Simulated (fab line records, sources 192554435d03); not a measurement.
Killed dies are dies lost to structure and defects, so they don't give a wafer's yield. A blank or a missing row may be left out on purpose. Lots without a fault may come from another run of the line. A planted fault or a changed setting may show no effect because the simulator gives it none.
fab line records | flow n5_finfet
record lots=5 wafers=15 last_day=19
route steps=1938 shown BEOL_M10@1523 BEOL_M11@1536
lots that met no fault: from a run of the same line without faults
start_h: hours from the record's first day to the start of the lot's first wafer shown | wait_h: hours since the lot's step before | " the same as in the row above | L1.1+2: a row that stands for several wafers | - no value, or no start given | * or withheld: withheld | < > ~ a bound
route shown NAME@n: a module of which the file shows steps, and the number in the route of the first | usual: mean/standard deviation of fault-free wafers | same: alike in all rows | chamber/n: place in a boat | sites: the reading at each site | _std_site: their standard deviation | _edge_site: outer sites' mean less inner sites' | radius_mm: how far each site lies from the wafer's centre | mask NAME#n: copy n | behind: the tool/chamber that last shaped the wafer | hold: why the lot was held/for how many hours/how that ended | device: the transistor (n, p or np) that didn't switch | end of line: the same wafers' tests at the end of the route | a step without rows: its recipe alone | killed: dies lost to structure and defects at the first sort, not the wafer's yield | map: a wafer's dies, x killed, . not, _ none there
set.NAME: the setting as run; set.NAME@STEP: as run at that earlier step | model.NAME: the simulator's own value behind a step, which no gauge read
lots at some steps of the route; a table a step, a row a wafer
services: from which hour (start_h, from the record's first day; less than 0 if before it) a tool's chamber was out of use, for how many hours, and why
## steps
# step N5_BEOL_M10_PRE_CLEAN_45
# recipe gas=H2/He time_s=30 temp_c=250
# usual heater_power_w=331/18
# columns lot.wafer tool chamber start_h wait_h heater_power_w
L076.1 pvd_sputter-02 - 218.53 0.0 327
L076.2 " - " " 348
L076.5 " - " " 329
L081.1 pvd_sputter-01 - 242.90 0.0 317
L081.4 " - " " 301
L081.6 " - " " 336
L089.1 pvd_sputter-02 - 357.77 0.0 317
L089.2 " - " " 322
L089.4 " - " " 311
L086.1 pvd_sputter-01 - 390.32 0.0 356
L086.2 " - " " 296
L086.6 " - " " 301
L097.2 pvd_sputter-02 - 391.26 0.0 314
L097.4 " - " " 331
L097.5 " - " " 331
# step N5_BEOL_M10_ALD_74
# recipe material=TaN target_thk_a=20 temp_c=275 ald_precursor_family=PDMAT ald_co_reactant=NH3 pressure_torr=3 carrier_flow_sccm=1500 pulse_time_s=2 purge_time_s=3 co_reactant_purge_time_s=2 co_reactant_pulse_time_s=3 ald_cycles=40 precursor_vessel_temp_c=75 precursor_vessel_pressure_torr=26.25 precursor_vessel_carrier_sccm=1000
# usual chamber_pressure_Torr=3.000/0.0064 heater_power_w=413/51 precursor_vessel_carrier_sccm=999.8/2.9 precursor_vessel_pressure_torr=26.26/0.053
# columns lot.wafer tool chamber start_h wait_h chamber_pressure_Torr heater_power_w precursor_vessel_carrier_sccm precursor_vessel_pressure_torr
L076.1 ald_metal-02 2 218.60 0.0 2.998 511 1000.0 26.31
L076.2 " 3 " " 3.004 371 997.2 26.25
L076.5 " 0 " " 3.004 431 1001.8 26.27
L081.1 ald_metal-04 3 242.96 0.0 3.002 353 1001.1 26.39
L081.4 " 0 " " 2.999 435 1002.2 26.23
L081.6 " 0 " " 3.002 447 1000.2 26.30
L089.1 ald_metal-03 3 357.83 0.0 3.011 397 994.5 26.25
L089.2 " 0 " " 3.003 365 996.6 26.25
L089.4 " 2 " " 3.005 445 998.5 26.32
L086.1 ald_metal-03 3 390.38 0.0 3.000 402 1001.8 26.29
L086.2 " 0 " " 2.998 367 1003.3 26.25
L086.6 " 0 " " 3.010 366 1001.7 26.16
L097.2 ald_metal-03 1 391.55 0.3 3.003 452 998.6 26.29
L097.4 " 0 " " 3.006 360 996.2 26.29
L097.5 " 3 " " 3.001 404 1001.8 26.32
# step N5_BEOL_M10_SURFACE_TREAT_76
# recipe gas=Ar time_s=* ion_energy_ev=* ion_current_ma_cm2=0.5 pressure_mtorr=* ar_flow_sccm=30
# usual throttle_valve_pct=*
# columns lot.wafer tool chamber start_h wait_h throttle_valve_pct
L076.1 pvd_sputter-01 - 218.88 0.2 *
L076.2 " - " " *
L076.5 " - " " *
L081.1 pvd_sputter-01 - 243.24 0.2 *
L081.4 " - " " *
L081.6 " - " " *
L089.1 pvd_sputter-03 - 358.36 0.4 *
L089.2 " - " " *
L089.4 " - " " *
L086.1 pvd_sputter-02 - 390.72 0.2 *
L086.2 " - " " *
L086.6 " - " " *
L097.2 pvd_sputter-01 - 393.04 1.4 *
L097.4 " - " " *
L097.5 " - " " *
# step N5_BEOL_M10_CVD_75
# recipe material=Co target_thk_a=20 temp_c=withheld precursor=CCTBA/H2 pressure_torr=30 time_s=138.9
# usual chamber_pressure_Torr=29.99/0.069
# columns lot.wafer tool chamber start_h wait_h chamber_pressure_Torr
L076.1 cvd_co-02 0 218.94 0.0 29.99
L076.2 " 2 " " 29.91
L076.5 " 2 " " 29.98
L081.1 cvd_co-01 1 243.30 0.0 30.02
L081.4 " 1 " " 30.02
L081.6 " 2 " " 29.97
L089.1 cvd_co-01 1 358.65 0.3 29.96
L089.2 " 2 " " 30.10
L089.4 " 0 " " 29.99
L086.1 cvd_co-01 0 390.82 0.1 30.07
L086.2 " 1 " " 29.98
L086.6 " 1 " " 29.90
L097.2 cvd_co-02 2 393.22 0.2 29.97
L097.4 " 1 " " 29.99
L097.5 " 0 " " 30.24
# step N5_BEOL_M10_SPUTTER_48
# recipe material=Cu target_thk_a=120 temp_c=-20 bias_v=60 power_w=26000 chamber_pressure_pa=0.13 time_s=2
# usual throttle_valve_pct=29.8/1
# columns lot.wafer tool chamber start_h wait_h throttle_valve_pct
L076.1 pvd_sputter-03 - 219.05 0.1 31.3
L076.2 " - " " 29.0
L076.5 " - " " 28.3
L081.1 pvd_sputter-02 - 243.42 0.1 29.0
L081.4 " - " " 28.2
L081.6 " - " " 28.2
L089.1 pvd_sputter-02 - 359.77 1.1 30.8
L089.2 " - " " 29.1
L089.4 " - " " 28.5
L086.1 pvd_sputter-02 - 391.04 0.2 29.2
L086.2 " - " " 28.2
L086.6 " - " " 30.6
L097.2 pvd_sputter-03 - 395.26 2.0 28.9
L097.4 " - " " 31.1
L097.5 " - " " 30.7
# step N5_BEOL_M10_ECD_50
# recipe material=Cu target_thk_a=3180
# columns lot.wafer tool chamber start_h wait_h
L076.1+2+5 ecd_cu-01 0,1,1 219.17 0.1
L081.1+4+6 ecd_cu-02 0,1,1 243.53 0.1
L089.1+2+4 ecd_cu-02 1,0,0 359.89 0.1
L086.1+2+6 ecd_cu-02 1,0,1 391.16 0.1
L097.2+4+5 ecd_cu-02 0,1,0 395.38 0.1
# step N5_BEOL_M10_ANNEAL_51
# recipe temp_c=225 time_s=90 ambient=N2
# usual anneal_temp_c_max=226.22/0.27 wafer_temp_C_max=226.16/0.27
# columns lot.wafer tool chamber start_h wait_h anneal_temp_c_max wafer_temp_C_max
L076.1 rtp_anneal-01 0 219.28 0.1 226.06 226.39
L076.2 " 0 " " 225.99 226.30
L076.5 " 0 " " 226.24 226.32
L081.1 rtp_anneal-02 0 243.64 0.1 226.41 226.14
L081.4 " 0 " " 226.69 225.80
L081.6 " 0 " " 226.30 226.05
L089.1 rtp_anneal-01 0 360.08 0.2 226.23 225.87
L089.2 " 0 " " 226.30 225.98
L089.4 " 0 " " 226.36 226.32
L086.1 rtp_anneal-01 0 391.27 0.1 225.74 226.12
L086.2 " 0 " " 226.10 226.06
L086.6 " 0 " " 226.07 226.08
L097.2 rtp_anneal-01 0 395.54 0.1 225.85 226.69
L097.4 " 0 " " 225.92 226.44
L097.5 " 0 " " 226.17 226.06
# step N5_BEOL_M10_CMP_52
# recipe stop_on=SiCOH_lowk t_overpolish_s=7 down_force_psi=1 platen_rpm=50 clearing_platen_down_force_psi=1.5 clearing_platen_rpm=50 post_cmp_clean=cu_alkaline target_thk_nm=140 clearing_platen_pad_velocity_m_s=0.99484 pad_velocity_m_s=0.99484
# usual barrier_field_endpoint_s=28.8/0.77 motor_current_A=6.2/0.66 overpolish_run_s=7.000/0.0079 time_to_endpoint_s=67/3.2
# columns lot.wafer tool chamber start_h wait_h barrier_field_endpoint_s motor_current_A overpolish_run_s time_to_endpoint_s
L076.2 cmp-03 3 219.57 0.2 28.1 6.6 7.000 71
L076.1 " 2 " " 27.8 6.3 6.997 64
L076.5 " 3 " " 28.9 6.6 6.983 68
L081.1 cmp-03 0 243.98 0.3 28.2 5.4 6.998 67
L081.4 " 1 " " 29.3 6.6 7.004 61
L081.6 " 0 " " 29.2 5.6 7.009 64
L089.1 cmp-03 1 360.41 0.3 27.6 6.3 7.000 63
L089.4 " 2 " " 28.5 6.6 6.994 65
L089.2 " 3 " " 29.2 6.9 6.988 70
L086.1 cmp-04 1 391.64 0.3 28.1 6.2 7.000 67
L086.2 " 2 " " 30.0 7.3 7.002 76
L086.6 " 0 " " 28.9 5.3 6.997 66
L097.2 cmp-03 0 395.79 0.2 28.3 5.6 7.004 69
L097.4 " 3 " " 28.4 6.5 7.013 67
L097.5 " 0 " " 28.7 5.2 6.989 66
# step N5_BEOL_M10_THK_MEAS_53
# recipe thk_meas_gauge=xrf reads=Cu_of_BEOL_M10_ECD_50
# usual M10_THK=141/3.6
# columns lot.wafer tool chamber start_h wait_h M10_THK[nm]
L076.1 film_metro-01 - 219.87 - 138
L076.2 " - " " 136
L076.5 " - " " 140
L081.1 film_metro-01 - 244.24 - 139
L081.4 " - " " 141
L081.6 " - " " 139
L089.1 film_metro-01 - 360.67 - 138
L089.2 " - " " 144
L089.4 " - " " 147
L086.1 film_metro-02 - 391.86 - 146
L086.2 " - " " 146
L086.6 " - " " 142
L097.2 film_metro-02 - 396.08 - 139
L097.4 " - " " 139
L097.5 " - " " 138
# step N5_BEOL_M10_PRE_CLEAN_55
# recipe gas=NH3 time_s=15 temp_c=withheld rf_power_w=300
# columns lot.wafer tool chamber start_h wait_h
L076.1+2+5 pecvd-04 1,0,0 219.91 0.0
L081.1+4+6 pecvd-02 1,2,1 244.28 0.0
L089.1+2+4 pecvd-02 2,0,0 360.71 0.0
L086.1+2+6 pecvd-04 1,0,1 391.90 0.0
L097.2+4+5 pecvd-03 0 396.12 0.0
# step N5_BEOL_M10_DEP_56
# recipe material=SiCN target_thk_a=150 temp_c=withheld precursor=3MS/NH3 pressure_torr=3 rf_w=202 time_s=26.5
# usual chamber_pressure_Torr=3.000/0.0085 showerhead_plenum_p_Torr=3.665/0.013 showerhead_vpp_V=868/31 throttle_valve_pct=9.2/0.46
# columns lot.wafer tool chamber start_h wait_h chamber_pressure_Torr showerhead_plenum_p_Torr showerhead_vpp_V throttle_valve_pct
L076.1 pecvd-04 1 219.94 0.0 2.986 3.671 823 9.0
L076.2 " 0 " " 3.001 3.678 866 9.5
L076.5 " 0 " " 3.012 3.669 864 9.9
L081.1 pecvd-02 1 244.30 0.0 3.000 3.661 891 9.2
L081.4 " 2 " " 3.004 3.648 874 8.9
L081.6 " 1 " " 2.989 3.657 889 9.5
L089.1 pecvd-02 2 360.73 0.0 2.989 3.653 869 9.3
L089.2 " 0 " " 3.006 3.657 913 9.5
L089.4 " 0 " " 2.997 3.665 895 9.5
L086.1 pecvd-04 1 391.92 0.0 3.004 3.684 825 8.8
L086.2 " 0 " " 3.014 3.678 860 9.7
L086.6 " 1 " " 3.005 3.672 806 8.9
L097.2 pecvd-03 0 396.16 0.0 2.999 3.689 890 9.6
L097.4 " 0 " " 2.996 3.676 860 9.7
L097.5 " 0 " " 3.006 3.673 871 9.7
# step N5_BEOL_M10_RS_MEAS_57
# recipe thk_meas_gauge=four-point-probe reads=Cu_of_BEOL_M10_ECD_50+Co_of_BEOL_M10_CVD_75+TaN_of_BEOL_M10_ALD_74
# usual M10_RS=0.151/0.0043
# columns lot.wafer tool chamber start_h wait_h M10_RS[ohm/sq]
L076.1 film_metro-02 - 220.04 0.1 0.153
L076.2 " - " " 0.155
L076.5 " - " " 0.150
L081.1 film_metro-02 - 244.37 0.1 0.150
L081.4 " - " " 0.147
L081.6 " - " " 0.150
L089.1 film_metro-02 - 360.81 0.1 0.153
L089.2 " - " " 0.148
L089.4 " - " " 0.143
L086.1 film_metro-02 - 392.00 0.1 0.144
L086.2 " - " " 0.145
L086.6 " - " " 0.148
L097.2 film_metro-02 - 396.25 0.1 0.154
L097.4 " - " " 0.154
L097.5 " - " " 0.156
# step N5_BEOL_M10_INSPECT_58
# recipe inspect_instrument=darkfield mode=post_dep
# usual raw_defect_count=72/26
# columns lot.wafer tool chamber start_h wait_h raw_defect_count
L076.1 defect_inspect-01 - 220.06 0.0 53
L076.2 " - " " 51
L076.5 " - " " 56
L081.1 defect_inspect-02 - 244.40 0.0 97
L081.4 " - " " 83
L081.6 " - " " 78
L089.1 defect_inspect-02 - 360.83 0.0 66
L089.2 " - " " 61
L089.4 " - " " 60
L086.1 defect_inspect-01 - 392.02 0.0 46
L086.2 " - " " 65
L086.6 " - " " 47
L097.2 defect_inspect-02 - 396.28 0.0 64
L097.4 " - " " 43
L097.5 " - " " 70
# step N5_BEOL_M11_ILD_DEP_00
# recipe material=SiCOH_lowk target_thk_a=3085.1 temp_c=300 precursor=DEMS/porogen pressure_torr=5 rf_w=500 time_s=58
# usual chamber_pressure_Torr=5.000/0.011 heater_power_w=321/71 showerhead_plenum_p_Torr=5.742/0.02 showerhead_vpp_V=1347/71 throttle_valve_pct=14.3/0.82
# columns lot.wafer tool chamber start_h wait_h chamber_pressure_Torr heater_power_w showerhead_plenum_p_Torr showerhead_vpp_V throttle_valve_pct
L076.1 pecvd-04 0 220.10 0.0 4.994 248 5.743 1351 14.6
L076.2 " 1 " " 5.013 265 5.739 1278 13.8
L076.5 " 0 " " 4.975 269 5.746 1360 14.7
L081.1 pecvd-04 0 244.44 0.0 4.989 282 5.749 1356 14.8
L081.4 " 1 " " 5.002 274 5.766 1281 13.6
L081.6 " 2 " " 4.997 186 5.723 1415 12.5
L089.1 pecvd-03 1 360.87 0.0 4.991 335 5.733 1307 14.6
L089.2 " 0 " " 5.012 293 5.750 1385 14.5
L089.4 " 2 " " 4.988 328 5.745 1439 14.4
L086.1 pecvd-03 2 392.06 0.0 4.992 324 5.734 1436 14.3
L086.2 " 0 " " 5.007 324 5.741 1378 14.7
L086.6 " 2 " " 4.996 335 5.732 1417 14.6
L097.2 pecvd-01 2 396.31 0.0 5.002 524 5.697 1253 13.2
L097.4 " 2 " " 5.006 518 5.702 1259 13.7
L097.5 " 1 " " 4.985 294 5.747 1479 14.4
# step N5_BEOL_M11_CURE_71
# recipe temp_c=385 time_s=240 ambient=He/Ar material=SiCOH_lowk
# usual lamp_power_pct=52.31/0.051 wafer_temp_C_max=386.9/0.88
# columns lot.wafer tool chamber start_h wait_h lamp_power_pct wafer_temp_C_max
L076.1 uv_cure-01 2 220.21 0.1 52.32 388.0
L076.2 " 2 " " 52.30 387.6
L076.5 " 2 " " 52.34 388.0
L081.1 uv_cure-01 1 244.52 0.0 52.32 386.4
L081.4 " 1 " " 52.30 386.7
L081.6 " 1 " " 52.38 385.7
L089.1 uv_cure-03 1 360.98 0.1 52.25 387.0
L089.2 " 1 " " 52.38 386.3
L089.4 " 1 " " 52.35 386.3
L086.1 uv_cure-01 1 392.17 0.1 52.24 386.8
L086.2 " 1 " " 52.43 386.5
L086.6 " 1 " " 52.31 386.4
L097.2 uv_cure-01 0 396.60 0.3 52.38 388.4
L097.4 " 0 " " 52.33 388.1
L097.5 " 0 " " 52.42 388.1
# step N5_BEOL_M11_THK_MEAS_01
# recipe reads=SiCOH_lowk_of_BEOL_M11_ILD_DEP_00
# usual M11_ILD_THK=268/3.8
# columns lot.wafer tool chamber start_h wait_h M11_ILD_THK[nm]
L076.1 film_metro-02 - 220.72 0.4 262
L076.2 " - " " 264
L076.5 " - " " 267
L081.1 film_metro-02 - 245.03 0.4 263
L081.4 " - " " 271
L081.6 " - " " 272
L089.1 film_metro-01 - 361.50 0.4 270
L089.2 " - " " 263
L089.4 " - " " 271
L086.1 film_metro-02 - 392.68 0.4 264
L086.2 " - " " 260
L086.6 " - " " 265
L097.2 film_metro-01 - 397.03 0.4 261
L097.4 " - " " 267
L097.5 " - " " 269
# step N5_BEOL_M11_PECVD_70
# recipe material=SiO2 target_thk_a=200 temp_c=400 precursor=TEOS/O2 pressure_torr=5.5 rf_w=450 teos_flow_sccm=53.8 gas=O2 flow_sccm=3000 time_s=22.7
# usual chamber_pressure_Torr=5.504/0.013 heater_power_w=767/140 showerhead_plenum_p_Torr=8.79/0.088 showerhead_vpp_V=1283/78 throttle_valve_pct=23.2/1.3
# columns lot.wafer tool chamber start_h wait_h chamber_pressure_Torr heater_power_w showerhead_plenum_p_Torr showerhead_vpp_V throttle_valve_pct
L076.1 pecvd-01 1 220.76 0.0 5.481 731 8.78 1441 23.4
L076.2 " 0 " " 5.489 682 8.91 1221 25.3
L076.5 " 0 " " 5.513 654 8.92 1225 25.3
L081.1 pecvd-04 2 245.07 0.0 5.509 490 8.70 1316 19.8
L081.4 " 0 " " 5.494 703 8.84 1276 23.6
L081.6 " 2 " " 5.507 504 8.71 1313 20.1
L089.1 pecvd-03 0 361.53 0.0 5.503 649 8.84 1302 23.7
L089.2 " 2 " " 5.481 760 8.75 1349 23.2
L089.4 " 1 " " 5.518 745 8.76 1253 23.3
L086.1 pecvd-03 2 392.72 0.0 5.511 704 8.75 1357 23.6
L086.2 " 0 " " 5.525 774 8.83 1319 23.4
L086.6 " 2 " " 5.516 700 8.77 1370 23.2
L097.2 pecvd-04 2 397.07 0.0 5.511 560 8.71 1310 20.7
L097.4 " 1 " " 5.488 580 8.88 1219 22.3
L097.5 " 0 " " 5.509 679 8.84 1300 24.3
# step N5_BEOL_M11_HM_DEP_02
# recipe material=TiN target_thk_a=200 temp_c=25 chamber_pressure_pa=0.49996
# usual throttle_valve_pct=30.0/1
# columns lot.wafer tool chamber start_h wait_h throttle_valve_pct
L076.1 pvd_sputter-02 - 220.83 0.1 30.6
L076.2 " - " " 29.1
L076.5 " - " " 29.5
L081.1 pvd_sputter-02 - 245.19 0.1 28.6
L081.4 " - " " 30.5
L081.6 " - " " 29.1
L089.1 pvd_sputter-03 - 365.63 4.1 31.0
L089.2 " - " " 29.1
L089.4 " - " " 28.0
L086.1 pvd_sputter-03 - 395.70 3.0 30.7
L086.2 " - " " 28.4
L086.6 " - " " 28.9
L097.2 pvd_sputter-03 - 397.23 0.1 28.8
L097.4 " - " " 30.9
L097.5 " - " " 31.1
# step N5_BEOL_M11_COAT_59
# recipe resist=SOC temp_c=250 time_s=60 spin_rpm=1500 resist_thk_nm=100
# usual spin_speed_rpm=1499.8/1
# columns lot.wafer tool chamber start_h wait_h spin_speed_rpm
L076.1 litho_track-05 0 220.96 0.1 1501.2
L076.2 " 0 " " 1499.6
L076.5 " 0 " " 1498.7
L081.1 litho_track-01 0 245.31 0.1 1499.2
L081.4 " 0 " " 1501.3
L081.6 " 0 " " 1500.3
L089.1 litho_track-05 0 365.77 0.1 1500.5
L089.2 " 0 " " 1501.0
L089.4 " 0 " " 1498.9
L086.1 litho_track-05 0 395.83 0.1 1499.3
L086.2 " 0 " " 1499.6
L086.6 " 0 " " 1498.3
L097.2 litho_track-05 0 397.35 0.1 1499.3
L097.4 " 0 " " 1500.0
L097.5 " 0 " " 1499.9
# step N5_BEOL_M11_COAT_60
# recipe resist=SiARC temp_c=220 time_s=60 spin_rpm=1500 resist_thk_nm=30
# usual spin_speed_rpm=1499.8/0.94
# columns lot.wafer tool chamber start_h wait_h spin_speed_rpm
L076.1 litho_track-05 0 - - 1500.3
L076.2 " 0 " " 1499.4
L076.5 " 0 " " 1499.2
L081.1 litho_track-01 0 - - 1500.8
L081.4 " 0 " " 1500.5
L081.6 " 0 " " 1501.0
L089.1 litho_track-05 0 - - 1499.5
L089.2 " 0 " " 1500.5
L089.4 " 0 " " 1499.7
L086.1 litho_track-05 0 - - 1500.3
L086.2 " 0 " " 1500.4
L086.6 " 0 " " 1500.0
L097.2 litho_track-05 0 - - 1500.8
L097.4 " 0 " " 1499.3
L097.5 " 0 " " 1500.8
# step N5_BEOL_M11_COAT_05
# recipe resist=CAR-ArF spin_rpm=1500 resist_thk_nm=90
# usual spin_speed_rpm=1499.9/0.92
# columns lot.wafer tool chamber start_h wait_h spin_speed_rpm
L076.1 litho_track-05 0 - - 1500.7
L076.2 " 0 " " 1502.1
L076.5 " 0 " " 1499.0
L081.1 litho_track-01 0 - - 1499.3
L081.4 " 0 " " 1499.5
L081.6 " 0 " " 1498.5
L089.1 litho_track-05 0 - - 1501.6
L089.2 " 0 " " 1499.4
L089.4 " 0 " " 1500.4
L086.1 litho_track-05 0 - - 1500.1
L086.2 " 0 " " 1499.3
L086.6 " 0 " " 1499.6
L097.2 litho_track-05 0 - - 1500.4
L097.4 " 0 " " 1499.7
L097.5 " 0 " " 1499.9
# step N5_BEOL_M11_EBR_07
# recipe solvent=PGMEA ebr_width_mm=1.5
# same ebr_width_mm=1.5
# columns lot.wafer tool chamber start_h wait_h
L076.1+2+5 litho_track-05 0 - -
L081.1+4+6 litho_track-01 0 - -
L089.1+2+4 litho_track-05 0 - -
L086.1+2+6 litho_track-05 0 - -
L097.2+4+5 litho_track-05 0 - -
# step N5_BEOL_M11_SOFTBAKE_06
# recipe temp_c=110 time_s=60 resist=CAR-ArF
# columns lot.wafer tool chamber start_h wait_h
L076.1+2+5 litho_track-05 0 - -
L081.1+4+6 litho_track-01 0 - -
L089.1+2+4 litho_track-05 0 - -
L086.1+2+6 litho_track-05 0 - -
L097.2+4+5 litho_track-05 0 - -
# step N5_BEOL_M11_EXPOSE_08
# recipe mask_id=M11 na=1.35 source_shape=dipole sigma_inner=0.411 sigma_outer=0.611 polarization=te dose_mj=53.75
# same dipole_opening_deg=40 sigma_outer=0.611
# columns lot.wafer tool chamber start_h wait_h mask
L076.1+2+5 arfi_scanner-02 0 221.08 - M11#0
L081.1+4+6 arfi_scanner-02 0 245.56 - M11#0
L089.1+2+4 arfi_scanner-01 0 365.89 - M11#0
L086.1+2+6 arfi_scanner-03 0 395.95 - M11#0
L097.2+4+5 arfi_scanner-01 0 397.60 - M11#0
# step N5_BEOL_M11_PEB_09
# recipe peb_temp_c=withheld peb_time_s=60 resist=CAR-ArF
# columns lot.wafer tool chamber start_h wait_h
L076.1+2+5 litho_track-05 0 221.14 0.1
L081.1+4+6 litho_track-01 0 245.62 0.1
L089.1+2+4 litho_track-01 0 365.94 0.1
L086.1+2+6 litho_track-02 0 396.01 0.1
L097.2+4+5 litho_track-05 0 397.66 0.0
# step N5_BEOL_M11_DEVELOP_10
# recipe develop_time_s=30 developer=TMAH resist=CAR-ArF rinse_liquid=diw dry=air_spin dev_temp_c=23
# columns lot.wafer tool chamber start_h wait_h
L076.1+2+5 litho_track-05 0 - -
L081.1+4+6 litho_track-01 0 - -
L089.1+2+4 litho_track-01 0 - -
L086.1+2+6 litho_track-02 0 - -
L097.2+4+5 litho_track-05 0 - -
# step N5_BEOL_M11_CD_MEAS_11
# recipe target_cd_nm=64.1 landing_energy_ev=500 detector=se_inlens polarity=opening
# usual cd_nm=64.1/0.51
# columns lot.wafer tool chamber start_h wait_h cd_nm
L076.1 cd_sem-01 0 221.20 - 63.7
L076.2 " 0 " " 64.1
L076.5 " 0 " " 65.0
L081.1 cd_sem-03 0 245.68 - 63.7
L081.4 " 0 " " 63.0
L081.6 " 0 " " 63.5
L089.1 cd_sem-02 0 366.01 - 64.5
L089.2 " 0 " " 63.4
L089.4 " 0 " " 63.2
L086.1 cd_sem-02 0 396.07 - 63.7
L086.2 " 0 " " 64.0
L086.6 " 0 " " 63.9
L097.2 cd_sem-01 0 397.72 - 63.3
L097.4 " 0 " " 63.9
L097.5 " 0 " " 63.8
# step N5_BEOL_M11_OVL_MEAS_12
# recipe points_per_wafer=44
# usual M11_OVL=0.4/0.67
# columns lot.wafer tool chamber start_h wait_h M11_OVL[nm]
L076.1 overlay-02 0 221.23 0.0 1.0
L076.2 " 0 " " -1.0
L076.5 " 0 " " 0.7
L081.1 overlay-02 0 245.71 0.0 0.5
L081.4 " 0 " " 2.3
L081.6 " 0 " " 0.9
L089.1 overlay-02 0 366.04 0.0 0.9
L089.2 " 0 " " 0.1
L089.4 " 0 " " -0.6
L086.1 overlay-01 0 396.10 0.0 -0.2
L086.2 " 0 " " -0.5
L086.6 " 0 " " -0.2
L097.2 overlay-02 0 397.75 0.0 0.9
L097.4 " 0 " " 0.7
L097.5 " 0 " " 1.3
# step N5_BEOL_M11_INSPECT_13
# recipe mode=adi inspect_instrument=brightfield
# usual raw_defect_count=436/120
# columns lot.wafer tool chamber start_h wait_h raw_defect_count
L076.1 defect_inspect-01 - 221.26 0.0 371
L076.2 " - " " 522
L076.5 " - " " 460
L081.1 defect_inspect-01 - 245.74 0.0 628
L081.4 " - " " 539
L081.6 " - " " 717
L089.1 defect_inspect-02 - 366.07 0.0 346
L089.2 " - " " 296
L089.4 " - " " 294
L086.1 defect_inspect-01 - 396.13 0.0 287
L086.2 " - " " 325
L086.6 " - " " 298
L097.2 defect_inspect-02 - 397.78 0.0 449
L097.4 " - " " 361
L097.5 " - " " 407
# step N5_BEOL_M11_DESCUM_16
# recipe chemistry=O2 time_s=7.9 source_power_w=50 bias_power_w=20 pressure_mtorr=20 rf_frequency_hz=2.712e+07 temp_c=40 resist=CAR-ArF o2_flow_sccm=225
# usual drypump_motor_current_A=5.6/0.71 o2_flow_sccm=225.1/0.65 oes_product_au=0.76/0.085 rf_vpp_V=243.4/1.6 showerhead_plenum_p_Torr=2.10/0.081 throttle_valve_pct=20.53/0.24
# columns lot.wafer tool chamber start_h wait_h drypump_motor_current_A o2_flow_sccm oes_product_au rf_hours_counter_h rf_vpp_V showerhead_plenum_p_Torr throttle_valve_pct
L076.1 rie_diel-05 2 221.29 0.0 5.3 226.1 0.70 219 245.6 2.14 20.44
L076.2 " 3 " " 4.9 224.6 0.90 33 245.1 2.22 20.45
L076.5 " 3 " " 4.9 223.9 0.89 - 245.5 2.22 20.46
L081.1 rie_diel-01 3 245.77 0.0 4.7 226.5 0.68 248 242.7 2.08 20.92
L081.4 " 0 " " 5.0 225.7 0.76 181 243.9 2.17 20.77
L081.6 " 1 " " 5.2 225.5 0.68 - 244.2 2.13 20.32
L089.1 rie_diel-05 3 366.10 0.0 4.9 225.3 0.84 66 244.5 2.21 20.48
L089.2 " 2 " " 5.3 226.0 0.67 251 245.5 2.13 20.47
L089.4 " 3 " " 4.9 224.0 0.84 - 246.2 2.21 20.51
L086.1 rie_diel-01 1 396.16 0.0 5.2 226.0 0.89 33 245.7 2.12 20.11
L086.2 " 2 " " 5.6 225.3 0.70 218 243.5 2.08 20.83
L086.6 " 1 " " 5.2 225.0 0.89 - 245.2 2.12 20.11
L097.2 rie_diel-01 0 397.81 0.0 5.0 225.2 0.72 221 243.2 2.16 20.84
L097.4 " 1 " " 5.2 226.6 0.90 34 243.7 2.12 20.10
L097.5 " 3 " " 4.7 225.6 0.90 - 242.2 2.06 20.55
# step N5_BEOL_M11_ETCH_61
# recipe chemistry=CF4 target=SiARC target_depth_a=390 mask_material=CAR-ArF time_s=65 ion_energy_ev=80 pressure_mtorr=40 source_w=545 bias_w=36 Ar_flow_sccm=100 cf4_flow_sccm=100 ends=cleared
# usual bias_w=35.99/0.1 drypump_motor_current_A=5.6/0.71 etch_rf_on_time_s=65.4/1.5 mfc_ar_sccm=100.05/0.3 oes_product_au=0.65/0.073 rf_vpp_V=184.3/1.2 showerhead_plenum_p_Torr=2.16/0.074 throttle_valve_pct=15.75/0.22
# columns lot.wafer tool chamber start_h wait_h bias_w drypump_motor_current_A etch_rf_on_time_s mfc_ar_sccm oes_product_au rf_hours_counter_h rf_vpp_V showerhead_plenum_p_Torr throttle_valve_pct
L076.1 rie_diel-05 2 221.33 0.0 36.11 5.3 67.1 100.21 0.58 219 184.5 2.21 15.74
L076.2 " 3 " " 36.06 4.9 65.2 100.00 0.75 33 185.4 2.26 15.55
L076.5 " 3 " " 36.14 4.9 64.9 99.80 0.76 - 185.4 2.26 15.55
L081.1 rie_diel-01 3 245.81 0.0 36.03 4.7 65.1 99.54 0.59 248 183.3 2.11 15.96
L081.4 " 0 " " 35.97 5.0 65.0 99.38 0.64 181 185.7 2.22 15.95
L081.6 " 1 " " 36.21 5.2 63.5 99.62 0.58 - 185.7 2.20 15.74
L089.1 rie_diel-05 3 366.13 0.0 36.09 4.9 65.7 100.17 0.72 66 185.7 2.25 15.60
L089.2 " 2 " " 36.11 5.3 66.5 99.99 0.57 251 186.5 2.20 15.80
L089.4 " 3 " " 36.08 4.9 65.8 100.15 0.71 - 183.3 2.25 15.61
L086.1 rie_diel-01 1 396.20 0.0 36.16 5.2 62.9 99.87 0.77 33 184.8 2.19 15.36
L086.2 " 2 " " 35.94 5.6 68.0 100.21 0.60 218 183.6 2.12 15.99
L086.6 " 1 " " 35.98 5.2 63.1 99.91 0.77 - 184.1 2.19 15.35
L097.2 rie_diel-01 0 397.85 0.0 35.95 5.0 65.2 99.55 0.61 221 182.8 2.21 16.05
L097.4 " 1 " " 36.07 5.2 61.9 100.68 0.77 34 183.9 2.19 15.36
L097.5 " 3 " " 36.01 4.7 64.4 99.73 0.77 - 183.5 2.09 15.52
## services
# columns tool chamber start_h hours kind
ecd_cu-02 - 198.23 1.3 repair
ecd_cu-02 - 229.66 4.0 pm
rie_diel-05 - 253.99 4.3 pm
cmp-03 - 254.31 4.0 pm
uv_cure-01 - 272.32 13.0 repair
pvd_sputter-01 - 273.00 6.9 repair
cmp-03 - 282.78 8.0 pm
rie_diel-05 - 284.08 2.4 repair
uv_cure-01 - 287.82 0.8 repair
rie_diel-01 1 294.48 7.1 repair
cmp-03 - 297.70 4.0 repair
pecvd-04 2 301.30 3.7 repair
pvd_sputter-01 - 303.61 2.6 repair
rie_diel-05 - 320.91 14.6 pm
pvd_sputter-01 - 340.71 0.5 repair
rie_diel-05 0 348.78 2.5 repair
rtp_anneal-01 - 357.67 0.8 pm
cmp-03 - 361.60 1.2 repair
pvd_sputter-01 - 361.77 2.6 repair
rie_diel-01 0 362.90 12.3 repair
pecvd-02 - 365.26 3.4 repair
rie_diel-05 1 368.33 8.1 repair
pvd_sputter-03 - 381.99 4.0 repair
pvd_sputter-01 - 393.31 2.4 repair
## key
fault none
